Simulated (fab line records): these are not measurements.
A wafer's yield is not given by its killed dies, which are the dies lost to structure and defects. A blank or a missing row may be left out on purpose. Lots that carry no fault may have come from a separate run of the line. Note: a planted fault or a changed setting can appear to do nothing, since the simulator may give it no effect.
fab line records    flow nand-harc
record: lots: 13  wafers: 38  last-day: 34
route steps=1302 shown A_SOURCE_PLATE@416 A_ONON_D1@424
lots that met no fault: taken from a fault-free run of the same line
start-h: hours from the record's opening day to when the first of the lot's shown wafers began    wait-h: time in hours since the lot's previous step    " repeats the value in the row above    L1.1+2: a single row standing in for several wafers    - value missing, or start not given    * or withheld: withheld    < > ~ a bound
route shown NAME@n: NAME is a module with steps in the file, n the number in the route of the first one    usual: mean/standard deviation of fault-free wafers    same: alike in all rows    chamber/n: place in a boat    sites: each site's reading    _std_site: the standard deviation of these    _edge_site: the outer-site mean with the inner-site mean subtracted    radius-mm: for every site, how far away it sits from the centre of the wafer    mask NAME#n: copy n    behind: tool/chamber where the wafer was last shaped    hold: the reason the lot was held/the length of the hold in hours/how it ended    device: the n, p or np transistor that did not switch    end of line: tests of these same wafers at the route's end    a step given without rows: its recipe and nothing more    killed: the dies lost at the first sort to structure and to defects; this is not the yield of the wafer    map: shows each die of a wafer: x if killed, . if not, _ if none is there
set.NAME: the setting that was run; set.NAME@STEP: the one run at that earlier step    model.NAME: the simulator's own value behind a step, which no gauge read
the route's steps for a sample of lots (tables are steps, rows are wafers)
services: from which hour (start-h, from the record's first day; less than 0 if before it) a tool's chamber was out of use, for how many hours, and why
== steps ==
step: NHARC_A_SOURCE_PLATE_THK_MEAS_09
recipe: thk-meas-gauge: ellipsometry
usual: thk-nm: 9.7/1
lot.wafer  tool           chamber  start-h  wait-h  thk-nm
L869.2     film-metro-02  -        143.42   0.4     8.0
L869.3     "              -        "        "       10.1
L869.5     "              -        "        "       11.3
L870.1     film-metro-01  -        162.19   0.4     8.3
L870.2     "              -        "        "       10.0
L870.4     "              -        "        "       10.2
L871.4     film-metro-01  -        170.60   0.4     8.9
L871.5     "              -        "        "       11.0
L871.6     "              -        "        "       7.4
L872.1     film-metro-02  -        175.74   0.4     10.3
L872.2     "              -        "        "       9.8
L872.5     "              -        "        "       9.2
L873.1     film-metro-01  -        185.09   0.4     10.7
L873.3     "              -        "        "       11.2
L873.5     "              -        "        "       10.7
L875.2     film-metro-02  -        208.49   0.4     9.1
L875.5     "              -        "        "       10.8
L875.6     "              -        "        "       9.5
L877.1     film-metro-02  -        232.33   0.4     9.4
L877.2     "              -        "        "       9.9
L877.5     "              -        "        "       8.5
L879.2     film-metro-02  -        247.13   0.4     9.6
L879.4     "              -        "        "       10.4
L879.6     "              -        "        "       8.7
L878.3     film-metro-01  -        247.13   0.4     9.0
L878.4     "              -        "        "       9.8
L878.6     "              -        "        "       9.2
L880.3     film-metro-02  -        257.59   0.4     10.1
L880.4     "              -        "        "       10.1
L880.6     "              -        "        "       7.3
L882.1     film-metro-01  -        273.73   0.4     10.1
L882.2     "              -        "        "       10.2
L882.5     "              -        "        "       10.4
L890.2     film-metro-02  -        356.24   0.4     12.1
L890.3     "              -        "        "       9.6
L892.2     film-metro-01  -        374.71   0.4     8.6
L892.3     "              -        "        "       8.7
L892.6     "              -        "        "       11.3
step: NHARC_A_SOURCE_PLATE_INSPECT_08
usual: raw-defect-count: 62/25
lot.wafer  tool               chamber  start-h  wait-h  raw-defect-count
L869.2     defect-inspect-01  -        155.94   0.0     102
L869.3     "                  -        "        "       116
L869.5     "                  -        "        "       105
L870.1     defect-inspect-01  -        175.19   0.0     33
L870.2     "                  -        "        "       60
L870.4     "                  -        "        "       42
L871.4     defect-inspect-01  -        183.19   0.0     39
L871.5     "                  -        "        "       69
L871.6     "                  -        "        "       93
L872.1     defect-inspect-01  -        190.45   0.0     56
L872.2     "                  -        "        "       42
L872.5     "                  -        "        "       29
L873.1     defect-inspect-02  -        198.93   0.0     77
L873.3     "                  -        "        "       63
L873.5     "                  -        "        "       86
L875.2     defect-inspect-02  -        222.08   0.0     29
L875.5     "                  -        "        "       59
L875.6     "                  -        "        "       58
L877.1     defect-inspect-01  -        245.75   0.0     47
L877.2     "                  -        "        "       34
L877.5     "                  -        "        "       45
L878.3     defect-inspect-02  -        260.24   0.0     69
L878.4     "                  -        "        "       77
L878.6     "                  -        "        "       125
L879.2     defect-inspect-01  -        260.24   0.0     43
L879.4     "                  -        "        "       65
L879.6     "                  -        "        "       68
L880.3     defect-inspect-01  -        272.89   0.0     64
L880.4     "                  -        "        "       85
L880.6     "                  -        "        "       72
L882.1     defect-inspect-01  -        286.93   0.0     66
L882.2     "                  -        "        "       38
L882.5     "                  -        "        "       36
L890.2     defect-inspect-01  -        368.80   0.0     34
L890.3     "                  -        "        "       37
L892.2     defect-inspect-02  -        387.90   0.0     56
L892.3     "                  -        "        "       52
L892.6     "                  -        "        "       37
step: NHARC_A_ONON_D1_DEP_00
recipe: target-thk-a: 10000  n2-flow-sccm: 2750  n2o-flow-sccm: 2000  nh3-flow-sccm: 500  sih4-flow-sccm: 210  temp-c: 400
lot.wafer   tool           chamber  start-h  wait-h
L869.2+3+5  pecvd-onon-03  0        156.06   0.1
L870.1+2+4  pecvd-onon-03  0        175.26   0.1
L871.4+5+6  pecvd-onon-03  0        183.43   0.2
L872.1+2+5  pecvd-onon-03  0        190.52   0.1
L873.1+3+5  pecvd-onon-04  0        199.00   0.1
L875.2+5+6  pecvd-onon-01  0        222.23   0.1
L877.1+2+5  pecvd-onon-03  0        245.81   0.1
L879.2+4+6  pecvd-onon-01  0        260.36   0.1
L878.3+4+6  pecvd-onon-03  0        260.42   0.2
L880.3+4+6  pecvd-onon-03  0        273.38   0.5
L882.1+2+5  pecvd-onon-03  0        286.99   0.1
L890.2+3    pecvd-onon-03  0        368.93   0.1
L892.2+3+6  pecvd-onon-01  0        388.02   0.1
step: NHARC_A_ONON_D1_THK_MEAS_02
recipe: thk-meas-gauge: ellipsometry
usual: thk-nm: 1000/11
lot.wafer  tool           chamber  start-h  wait-h  thk-nm
L869.2     film-metro-02  -        156.52   -       1001
L869.3     "              -        "        "       1001
L869.5     "              -        "        "       1000
L870.1     film-metro-01  -        175.77   -       999
L870.2     "              -        "        "       999
L870.4     "              -        "        "       1000
L871.4     film-metro-02  -        183.76   -       998
L871.5     "              -        "        "       999
L871.6     "              -        "        "       997
L872.1     film-metro-02  -        191.03   -       1011
L872.2     "              -        "        "       1013
L872.5     "              -        "        "       1012
L873.1     film-metro-01  -        199.51   -       987
L873.3     "              -        "        "       989
L873.5     "              -        "        "       987
L875.2     film-metro-01  -        222.68   -       987
L875.5     "              -        "        "       990
L875.6     "              -        "        "       989
L877.1     film-metro-02  -        246.32   -       1023
L877.2     "              -        "        "       1023
L877.5     "              -        "        "       1022
L879.2     film-metro-01  -        260.81   -       996
L879.4     "              -        "        "       993
L879.6     "              -        "        "       994
L878.3     film-metro-02  -        260.83   -       992
L878.4     "              -        "        "       992
L878.6     "              -        "        "       991
L880.3     film-metro-02  -        273.80   -       990
L880.4     "              -        "        "       992
L880.6     "              -        "        "       991
L882.1     film-metro-01  -        287.50   -       996
L882.2     "              -        "        "       996
L882.5     "              -        "        "       998
L890.2     film-metro-01  -        369.38   -       995
L890.3     "              -        "        "       1043
L892.2     film-metro-02  -        388.48   -       984
L892.3     "              -        "        "       984
L892.6     "              -        "        "       985
== services ==
tool           chamber  start-h  hours  kind
pecvd-onon-04  -        144.70   1.2    repair
pecvd-onon-03  -        227.00   13.0   pm
pecvd-onon-01  -        269.00   13.0   pm
pecvd-onon-04  -        311.33   13.0   pm
== key ==
first-sign: step: NHARC_A_ONON_D1_THK_MEAS_02  reading: thk-nm  direction: up  sigmas: 3.8  usual: 1000  struck: 1043
effect none on later readings
met-at NHARC_A_ONON_D1_DEP_00
struck-lots L890
struck-wafers L890.3
later-rows-left-out L890.3
sort-left-out L890.3
tester-left-out L890
not-acting-at NHARC_A_SOURCE_PLATE_THK_MEAS_09,NHARC_A_SOURCE_PLATE_INSPECT_08
onset-between 286.99 368.93
fault: kind: process-parameter-drift  tool: pecvd-onon-03  chamber: -  onset-h: 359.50  steps: NHARC_A_ONON_D1_DEP_00  channel: target-thk-a  offset: *  shape: step  end-h: 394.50  scope: struck-wafers-only  acts-in: *  stated: *
tester-left-out: of these lots the tester's yield and bins aren't shown, on N5 and GAA mostly nor the transistor test; their killed dies are dies lost to structure and defects alone, not to doping, threshold or leakage, so they don't give the yield
sort-left-out: the simulated sort isn't trusted on such a fault, so these wafers' sort isn't shown, and their yield isn't known
later-rows-left-out: the simulator's readings of these wafers behind a module that went badly wrong aren't trusted and aren't shown, but for the sort
